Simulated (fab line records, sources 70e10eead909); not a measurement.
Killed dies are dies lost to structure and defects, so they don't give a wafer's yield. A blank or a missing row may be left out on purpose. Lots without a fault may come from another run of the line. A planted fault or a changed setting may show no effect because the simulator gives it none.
Chamber matching | flow nand_harc | NHARC_P_M2_DESCUM_14 on rie_diel-05: 4 sister chambers
The step chemistry O2, time 3 s. 38 wafers are shown with their chamber, then 12 later ones without.

WAFERS WITH THEIR CHAMBER
wafer  | chamber | showerhead_plenum_p_Torr (Torr) | drypump_motor_current_A (A) | oes_product_au (a.u.)
L074.1 | 3       | 2.03                            | 5.3                         | 1.012
L074.2 | 2       | 1.99                            | 5.9                         | 1.010
L074.6 | 3       | 2.03                            | 5.3                         | 0.992
L076.2 | 0       | 1.86                            | 5.1                         | 1.002
L076.3 | 3       | 2.03                            | 5.3                         | 1.001
L076.5 | 2       | 1.99                            | 6.0                         | 1.006
L078.2 | 0       | 1.86                            | 5.1                         | 0.995
L078.5 | 0       | 1.86                            | 5.1                         | 0.994
L078.6 | 1       | 1.84                            | 5.7                         | 0.997
L079.3 | 1       | 1.84                            | 5.7                         | 0.991
L079.4 | 3       | 2.03                            | 5.3                         | 1.004
L079.5 | 2       | 1.99                            | 5.9                         | 0.994
L083.3 | 1       | 1.84                            | 5.7                         | 1.007
L083.5 | 3       | 2.03                            | 5.3                         | 1.004
L083.6 | 0       | 1.86                            | 5.1                         | 0.999
L084.2 | 1       | 1.84                            | 5.7                         | 1.006
L084.4 | 3       | 2.03                            | 5.3                         | 1.009
L084.5 | 2       | 1.99                            | 5.9                         | 1.007
L086.4 | 3       | 2.02                            | 5.3                         | 1.013
L086.5 | 3       | 2.03                            | 5.3                         | 1.000
L087.1 | 0       | 1.86                            | 5.1                         | 0.996
L087.2 | 2       | 1.99                            | 5.9                         | 1.006
L087.3 | 1       | 1.84                            | 5.7                         | 1.002
L088.2 | 0       | 1.86                            | 5.1                         | 1.002
L088.4 | 3       | 2.02                            | 5.3                         | 1.018
L088.5 | 2       | 1.99                            | 6.0                         | 1.007
L091.1 | 0       | 1.86                            | 5.1                         | 0.989
L091.2 | 1       | 1.84                            | 5.7                         | 1.008
L091.5 | 3       | 2.02                            | 5.3                         | 1.004
L090.2 | 3       | 2.03                            | 5.3                         | 1.009
L090.4 | 1       | 1.84                            | 5.7                         | 1.004
L090.6 | 2       | 1.99                            | 5.9                         | 0.995
L092.1 | 1       | 1.84                            | 5.7                         | 1.013
L092.3 | 2       | 1.99                            | 5.9                         | 1.025
L092.4 | 0       | 1.86                            | 5.1                         | 0.991
L093.2 | 3       | 2.02                            | 5.3                         | 1.002
L093.4 | 1       | 1.84                            | 5.7                         | 1.006
L093.5 | 0       | 1.86                            | 5.1                         | 0.999

SIGNATURES (means of the wafers above)
reading                  | chamber 0 | chamber 1 | chamber 2 | chamber 3 | scatter within a chamber
showerhead_plenum_p_Torr | 1.8600    | 1.8400    | 1.9900    | 2.0267    | 0.0028
drypump_motor_current_A  | 5.100     | 5.700     | 5.925     | 5.300     | 0.021
oes_product_au           | 0.99633   | 1.00378   | 1.00625   | 1.00567   | 0.00702
Rule: a wafer's distance from a chamber is the root of the sum, over the readings, of the square of ((its reading less the chamber's mean) divided by the reading's scatter). The wafer belongs to the nearest chamber; if the next one is less than 2 further off, it can't be placed. The scatter: the root of (the sum of the squares of (reading less its chamber's mean) over the shown wafers, divided by (wafers less chambers)).

WAFERS WITHOUT THEIR CHAMBER
wafer  | showerhead_plenum_p_Torr (Torr) | drypump_motor_current_A (A) | oes_product_au (a.u.)
L095.2 | 2.02                            | 5.3                         | 1.005
L095.5 | 2.02                            | 5.3                         | 1.000
L095.6 | 1.86                            | 5.1                         | 0.990
L096.1 | 1.84                            | 5.7                         | 1.014
L096.3 | 1.86                            | 5.1                         | 0.994
L096.5 | 1.86                            | 5.1                         | 1.003
L094.3 | 1.86                            | 5.1                         | 0.992
L094.4 | 2.02                            | 5.3                         | 1.003
L094.5 | 2.02                            | 5.3                         | 1.013
L097.1 | 1.86                            | 5.1                         | 0.995
L097.2 | 1.99                            | 5.9                         | 1.015
L097.5 | 1.86                            | 5.1                         | 0.996

WHICH CHAMBER EACH WENT THROUGH
wafer  | from the rows above | in truth
L095.2 | 3                   | 3
L095.5 | 3                   | 3
L095.6 | 0                   | 0
L096.1 | 1                   | 1
L096.3 | 0                   | 0
L096.5 | 0                   | 0
L094.3 | 0                   | 0
L094.4 | 3                   | 3
L094.5 | 3                   | 3
L097.1 | 0                   | 0
L097.2 | 2                   | 2
L097.5 | 0                   | 0
Placed correctly: 12 of 12. Can't be placed from these rows: 0. Placed wrongly: 0.
